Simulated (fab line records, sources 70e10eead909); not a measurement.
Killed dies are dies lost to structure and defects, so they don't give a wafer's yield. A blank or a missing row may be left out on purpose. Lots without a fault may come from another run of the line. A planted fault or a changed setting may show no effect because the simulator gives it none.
A struck lot beside a sound one | flow nand_harc | 37 steps out of a route of 1302
Sound: wafers L835.3, L835.5, L835.6. Struck: wafers L843.1, L843.4, L843.5. The cause comes at the end.
At each step with rows: each side's tool, then ch and its chambers, then its first start. Under that, the readings that differ: sound wafers | struck wafers | difference of the means | sigmas: that difference in standard deviations of wafers without a fault.
alike: readings whose means differ by less than 2 such deviations, and words and numbers that are the same on both sides. not compared: withheld readings, readings that some wafer has no value for, bounds like >300 that may hide the same value, and numbers for which the record gives no deviation and whose values overlap.
The two part at a step that has a row with sigmas, a row that says differs or no value, or rows on one side only. Numbers that don't overlap but have no deviation are shown without sigmas and don't part them. A reading that every wafer of one side lacks parts them only if that side has two wafers or more.

first, 1 step without rows for these wafers: NHARC_A_WL_FILL_CVD_03 (deposits W, target thk 40 nm, time 279 s).
NHARC_A_WL_FILL_ETCHBACK_04: etches the open film in NF3, target depth 60 nm, time 120 s.
  sound on rie_metal-02 ch 0,1, day 22 19:27; struck on rie_metal-01 ch 0,1, day 26 13:46
  alike: drypump_motor_current_A, he_backside_leak_sccm, oes_product_au
  not compared: rf_hours_counter_h
then, 8 steps without rows for these wafers: NHARC_A_WL_FILL_ETCHBACK_05 (etches the open film in Cl2/BCl3, target depth 22 nm, time 60 s); NHARC_A_WL_FILL_STRIP_27 (strips in N2/H2, time 20 s); NHARC_A_WL_FILL_STRIP_28 (strips in post etch residue remover, time 1200 s); NHARC_A_WL_FILL_PRECLEAN_06 (cleans in DIW, time 300 s); NHARC_A_WL_FILL_SRD_07; NHARC_A_WL_FILL_ANNEAL_08 (time 1800 s); NHARC_A_WL_FILL_ALD_10 (deposits SiO2, target thk 50 nm, pulse time 10 s, ald cycles 500); NHARC_A_WL_FILL_ETCHBACK_16 (etches the open film in C4F8/O2/Ar, target depth 120 nm, time 24 s).
NHARC_A_WL_FILL_STRIP_29: strips in O2, time 20 s.
  sound on rie_diel-11 ch 0,1, day 23 06:26; struck on rie_diel-11 ch 0,3, day 27 00:18
  alike: drypump_motor_current_A, mfc_ar_sccm, oes_product_au, rf_vpp_V, showerhead_plenum_p_Torr, throttle_valve_pct
  not compared: rf_hours_counter_h
NHARC_A_WL_FILL_ETCHBACK_17: etches the open film in Cl2/BCl3, target depth 4 nm, time 26.7 s.
  sound on rie_metal-01 ch 0, day 23 06:36; struck on rie_metal-02 ch 1, day 27 00:25
  alike: drypump_motor_current_A, he_backside_leak_sccm, oes_product_au
  not compared: rf_hours_counter_h
then, 3 steps without rows for these wafers: NHARC_A_WL_FILL_PRECLEAN_18 (cleans in dHF, time 30 s); NHARC_A_WL_FILL_SRD_21; NHARC_A_WL_FILL_CVD_23 (deposits poly-Si, target thk 40 nm, time 800 s).
NHARC_A_WL_FILL_ETCHBACK_26: etches the open film in HBr, target depth 52 nm, time 13.3 s.
  sound on rie_si-06 ch 2,3, day 23 10:46; struck on rie_si-03 ch 0,2,3, day 27 05:35
  reading                | sound                | struck               | difference | sigmas
  throttle_valve_pct (%) | 23.268 23.257 23.270 | 23.295 23.271 23.289 | +0.020     | +2
  alike: drypump_motor_current_A, he_backside_leak_sccm, oes_product_au
  not compared: rf_hours_counter_h
then, 3 steps without rows for these wafers: NHARC_A_WL_FILL_PRECLEAN_30 (cleans in dHF, time 10 s); NHARC_A_WL_FILL_SRD_14; NHARC_A_WL_FILL_ALD_19 (deposits TiN, target thk 2 nm, pulse time 3 s, ald cycles 100).
NHARC_A_WL_FILL_CVD_20: deposits W, target thk 100 nm, time 74 s.
  sound on cvd_w-02 ch 0,1; struck on cvd_w-01 ch 0,1
  reading            | sound          | struck         | difference | sigmas
  mfc_ar_sccm (sccm) | 1565 1562 1569 | 1552 1555 1557 | -11        | -2
  alike: heater_power_w, throttle_valve_pct
  not compared: since_wet_clean_h
then, 3 steps without rows for these wafers: NHARC_A_WL_FILL_CMP_12 (polishes, t overpolish 30 s, target thk 100 nm); NHARC_A_WL_FILL_SRD_31; NHARC_A_CONTACT_DEP_24 (deposits SiO2, target thk 500 nm).
NHARC_A_CONTACT_DEP_28: deposits aC, target thk 7000 nm.
  sound on acl_dep-01 ch 0, day 23 17:01; struck on acl_dep-01 ch 0, day 27 08:49
  alike: throttle_valve_pct
then, 11 steps without rows for these wafers: NHARC_A_CONTACT_DEP_29 (deposits SiON, target thk 100 nm); NHARC_A_CONTACT_DEHYDRATE_32 (time 120 s); NHARC_A_CONTACT_HMDS_33 (time 30 s); NHARC_A_CONTACT_COAT_34 (time 75 s); NHARC_A_CONTACT_COAT_35 (time 65 s); NHARC_A_CONTACT_COAT_36 (resist thk 90 nm); NHARC_A_CONTACT_SOFTBAKE_37 (time 55 s); NHARC_A_CONTACT_EBR_38; NHARC_A_CONTACT_EXPOSE_39 (exposes mask A CC 3); NHARC_A_CONTACT_PEB_40 (peb time 65 s); NHARC_A_CONTACT_DEVELOP_41 (develop time 35 s).
NHARC_A_CONTACT_CD_MEAS_42: target cd 300 nm.
  sound on cd_sem-01 ch 0, day 23 20:33; struck on cd_sem-03 ch 0, day 27 13:51
  reading    | sound             | struck            | difference | sigmas
  cd_nm (nm) | 298.9 299.7 299.3 | 300.0 300.4 300.6 | +1.0       | +3
-- the record jumps here: 3 days lie between the struck wafers' starts before and after (it left off in module A_CONTACT and takes up again in module END, whose first step shown is number 1302 of the route) --
NHARC_END_SORT_01:
  the record has rows for the struck wafers here (prober-02 ch 0, day 30 06:21) and none for the sound ones

WHERE THEY PART
First at NHARC_A_WL_FILL_ETCHBACK_26; last, within this record, at NHARC_END_SORT_01.

WHY: what the simulator had put in
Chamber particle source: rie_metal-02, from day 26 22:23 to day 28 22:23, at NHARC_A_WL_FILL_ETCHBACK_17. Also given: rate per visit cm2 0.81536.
